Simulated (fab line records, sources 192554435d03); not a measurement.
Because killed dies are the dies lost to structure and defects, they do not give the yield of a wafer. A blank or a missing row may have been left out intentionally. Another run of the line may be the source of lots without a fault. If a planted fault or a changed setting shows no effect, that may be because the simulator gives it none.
Split-lot experiment -- flow n5 finfet -- on a route of 1938 steps: 7 lots, 21 wafers read

## ABOUT THE SPLIT
At N5_BEOL_M5_COAT_66 (time 60 s, resist thk 12 nm), the setting spin rpm was moved away from the recipe's 1500 rpm on 9 of the 21 wafers read, by -8.4% to +7.4%. The other wafers ran this setting at the recipe's value.

## FROM THE SPLIT TO THE READING: what the file shows between them, 4 steps
- N5_BEOL_M5_COAT_74: time 60 s, resist thk 5 nm
- N5_BEOL_M5_COAT_22: resist thk 30 nm
- N5_BEOL_M5_DESCUM_33: chemistry O2, time 7 s
- N5_BEOL_M5_ETCH_75: etches underlayer in N2/H2, target depth 6.5 nm, time 5.2 s

## THE READING
CAR-EUV_of_BEOL_M5_COAT_22.thk nm (the simulator's own value, which no gauge read), in nm, at N5_BEOL_M5_ETCH_67 (etches SiARC in CF4, target depth 15.6 nm, time 26 s). The file gives no usual value for it. Across the 12 wafers here that went through the recipe, the average is 11.1 nm and the standard deviation 0.14 nm.

wafer,"tool, chamber at the split","spin rpm as run, rpm",against the recipe,"CAR-EUV_of_BEOL_M5_COAT_22.thk nm, nm",against lot-mates on the recipe
L076.4,"litho track-05, 0",1582,+5.5%,11.4,+0.1
L076.5,"litho track-05, 0",1500,recipe,11.4,-
L076.6,"litho track-05, 0",1500,recipe,11.2,-
L075.2,"litho track-05, 0",1500,recipe,11.2,-
L075.5,"litho track-05, 0",1500,recipe,11.2,-
L075.6,"litho track-05, 0",1500,recipe,11.2,-
L081.2,"litho track-04, 0",1601,+6.7%,11.4,no lot-mate on the recipe
L081.3,"litho track-04, 0",1601,+6.7%,11.4,no lot-mate on the recipe
L081.4,"litho track-04, 0",1601,+6.7%,11.4,no lot-mate on the recipe
L083.4,"litho track-04, 0",1500,recipe,11.2,-
L083.5,"litho track-04, 0",1374,-8.4%,10.8,-0.4
L083.6,"litho track-04, 0",1500,recipe,11.2,-
L082.1,"litho track-01, 0",1603,+6.9%,11.4,+0.6
L082.3,"litho track-01, 0",1603,+6.9%,11.2,+0.4
L082.5,"litho track-01, 0",1500,recipe,10.8,-
L097.2,"litho track-05, 0",1500,recipe,11,-
L097.3,"litho track-05, 0",1611,+7.4%,11.4,+0.4
L097.5,"litho track-05, 0",1611,+7.4%,11.4,+0.4
L096.2,"litho track-04, 0",1500,recipe,11,-
L096.3,"litho track-04, 0",1500,recipe,11.2,-
L096.4,"litho track-04, 0",1500,recipe,11.2,-

THE FIT
A straight line over all 21 wafers: CAR-EUV_of_BEOL_M5_COAT_22.thk nm changes by +0.0351 nm for each +1% of spin rpm; r = +0.77; the points scatter about the line by 0.12 nm.
The same after taking each lot's own level away (the mean of its wafers on the recipe; 18 wafers): +0.0544 nm for each +1%; r = +0.92; scatter 0.094 nm.
Per that fit: largest spin rpm move, reading shift of 0.46 nm.
Measured against the standard deviation above, the lots' own levels, which go from 10.80 to 11.30 nm, span 3.5 times it.
So the lot-to-lot level blurs the effect unless lot-mates are compared.
Check: with one of the wafers moved furthest among these (-8.4%) left out of the fit, the line predicts -0.487 nm for it against its lot-mates. It came out at -0.4 nm against them.

## OTHER SPLITS APPLIED TO THESE WAFERS
Before the reading, these wafers also passed through other splits. Each is held against what the fit with the lots' levels taken away leaves over:
other split on the same wafers,wafers away from the commonest value,r with CAR-EUV_of_BEOL_M5_COAT_22.thk nm (lot level and that fit taken away)
N5_BEOL_M4_COAT_73 spin rpm,5,-0.21
N5_BEOL_M4_DESCUM_16 time s,6,-0.07
N5_BEOL_M4_COAT_67 spin rpm,7,-0.03
N5_BEOL_M5_ETCH_72 source w,6,+0.13

## THE WHOLE CHAIN: every reading that the file lists as answering this split, in the file's order
step,what it does,reading,change (the file's fit),r (the file's)
N5_BEOL_M5_COAT_66,"time 60 s, resist thk 12 nm","SiARC_of_BEOL_M5_COAT_66.thk nm (the simulator's own value, which no gauge read)",-0.0556 nm for each +1% of the setting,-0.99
N5_BEOL_M5_ETCH_67,"etches SiARC in CF4, target depth 15.6 nm, time 26 s","etch.depth nm (the simulator's own value, which no gauge read)",-0.0584 nm for each +1% of the setting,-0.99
N5_BEOL_M5_ETCH_67,"etches SiARC in CF4, target depth 15.6 nm, time 26 s","CAR-EUV_of_BEOL_M5_COAT_22.thk nm (the simulator's own value, which no gauge read)",+0.0509 nm for each +1% of the setting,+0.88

## THE FILE'S OWN FIT
CAR-EUV_of_BEOL_M5_COAT_22.thk nm changes by +0.0509 nm for each +1% of spin rpm, r = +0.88.
